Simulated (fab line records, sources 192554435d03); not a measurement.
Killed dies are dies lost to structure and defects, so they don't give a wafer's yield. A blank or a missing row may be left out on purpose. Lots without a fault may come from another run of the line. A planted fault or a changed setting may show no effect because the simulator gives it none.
Split-lot experiment | flow n5_finfet | 7 lots, 21 wafers read, on a route of 1938 steps

THE SPLIT
At N5_BEOL_M14_SPUTTER_43 (material TaN, target thk 15 nm, time 24.19 s), the setting power_w was moved away from the recipe's 15000 W on 8 of the 21 wafers read, by -16.5% to +10.6%. The other wafers ran this setting at the recipe's value.

The reading is taken at the split's own step.

THE READING
TaN_of_BEOL_M14_SPUTTER_43.thk_nm (the simulator's own value, which no gauge read), in nm, at N5_BEOL_M14_SPUTTER_43 (material TaN, target thk 15 nm, time 24.19 s). The file gives no usual value for it. The 13 wafers here that ran the recipe average 15.0 nm, standard deviation 0.25 nm.

wafer  | tool, chamber at the split | power_w as run, W | against the recipe | TaN_of_BEOL_M14_SPUTTER_43.thk_nm, nm | against lot-mates on the recipe
L085.1 | pvd_sputter-03, -          | 16590             | +10.6%             | 16.8                                  | +1.6
L085.2 | pvd_sputter-03, -          | 16590             | +10.6%             | 16.8                                  | +1.6
L085.6 | pvd_sputter-03, -          | 15000             | recipe             | 15.2                                  | -
L088.1 | pvd_sputter-01, -          | 15000             | recipe             | 15.4                                  | -
L088.3 | pvd_sputter-01, -          | 15000             | recipe             | 15.4                                  | -
L088.2 | pvd_sputter-01, -          | 15000             | recipe             | 15.2                                  | -
L086.1 | pvd_sputter-02, -          | 16190             | +7.9%              | 16.2                                  | +1.3
L086.2 | pvd_sputter-02, -          | 15000             | recipe             | 14.8                                  | -
L086.5 | pvd_sputter-02, -          | 15000             | recipe             | 15                                    | -
L090.1 | pvd_sputter-02, -          | 15000             | recipe             | 15                                    | -
L090.2 | pvd_sputter-02, -          | 12530             | -16.5%             | 12.6                                  | -2.2
L090.3 | pvd_sputter-02, -          | 15000             | recipe             | 14.6                                  | -
L091.3 | pvd_sputter-03, -          | 15000             | recipe             | 14.8                                  | -
L091.4 | pvd_sputter-03, -          | 15000             | recipe             | 15                                    | -
L091.6 | pvd_sputter-03, -          | 13190             | -12.1%             | 12.8                                  | -2.1
L094.2 | pvd_sputter-03, -          | 13540             | -9.7%              | 13.6                                  | -1.2
L094.5 | pvd_sputter-03, -          | 15000             | recipe             | 15                                    | -
L094.6 | pvd_sputter-03, -          | 15000             | recipe             | 14.6                                  | -
L096.3 | pvd_sputter-01, -          | 15860             | +5.7%              | 16                                    | +0.8
L096.4 | pvd_sputter-01, -          | 15860             | +5.7%              | 16                                    | +0.8
L096.5 | pvd_sputter-01, -          | 15000             | recipe             | 15.2                                  | -

THE FIT
A straight line over all 21 wafers: TaN_of_BEOL_M14_SPUTTER_43.thk_nm changes by +0.16 nm for each +1% of power_w; r = +0.98; the points scatter about the line by 0.23 nm.
The same after taking each lot's own level away (the mean of its wafers on the recipe; 21 wafers): +0.146 nm for each +1%; r = +0.99; scatter 0.16 nm.
On that fit, the largest move of power_w shifts the reading by 2.4 nm.
The lots' own levels span 14.80 to 15.33 nm, that is 2.1 times the standard deviation above.
So the lot-to-lot level changes the slope little: the two slopes agree.
Check: with one of the wafers moved furthest among these (-16.5%) left out of the fit, the line predicts -2.51 nm for it against its lot-mates. It came out at -2.2 nm against them.

OTHER SPLITS ON THESE WAFERS
These wafers also went through other splits before the reading. Each is held against what the fit with the lots' levels taken away leaves over:
other split on the same wafers    | wafers away from the commonest value | r with TaN_of_BEOL_M14_SPUTTER_43.thk_nm (lot level and that fit taken away)
N5_BEOL_M13_TRENCH_ETCH_34 time_s | 7                                    | +0.10

THE FILE'S OWN FIT
TaN_of_BEOL_M14_SPUTTER_43.thk_nm changes by +0.146 nm for each +1% of power_w, r = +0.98.
